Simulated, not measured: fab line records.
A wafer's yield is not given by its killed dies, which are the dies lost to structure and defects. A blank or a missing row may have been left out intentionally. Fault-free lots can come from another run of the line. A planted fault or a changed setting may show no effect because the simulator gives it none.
Chamber matching | flow nand_harc | 3 sister chambers for NHARC_P_M2_PRE_CLEAN_32 on pecvd-04
The step time 12 s. 3 wafers are shown with their chamber, then 7 later ones without.

## WAFERS, EACH WITH ITS CHAMBER
wafer  | chamber | heater_power_w (W)
L257.5 | 2       | 639
L262.1 | 0       | 492
L262.3 | 1       | 566

## WAFERS WITH NO CHAMBER GIVEN
wafer  | heater_power_w (W)
L262.6 | 657
L263.2 | 611
L263.3 | 586
L263.4 | 612
L266.2 | 545
L266.4 | 538
L266.5 | 549

## THE CHAMBER EACH PASSED THROUGH
wafer  | from the rows above     | in truth
L262.6 | 2                       | 2
L263.2 | can't be placed: 2 or 1 | 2
L263.3 | can't be placed: 1 or 2 | 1
L263.4 | can't be placed: 2 or 1 | 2
L266.2 | can't be placed: 1 or 0 | 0
L266.4 | can't be placed: 1 or 0 | 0
L266.5 | can't be placed: 1 or 0 | 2
Correctly placed: 1 of 7. Unplaceable from these rows: 6, with the true chamber sitting among the candidates in 5. 0 placed wrongly.
How it was worked out, from the rows above alone: a wafer's distance from a chamber is the root of the sum, over the readings, of the square of ((its reading less the chamber's mean) divided by the reading's scatter). If the next closest chamber is less than 2 further off than the closest, the wafer can't be placed; otherwise it belongs to the closest. Each chamber's mean is taken over the wafers shown for it. The scatter: with one shown wafer a chamber, the root of the mean of the squares of how far each hidden wafer lies from its nearest shown one.
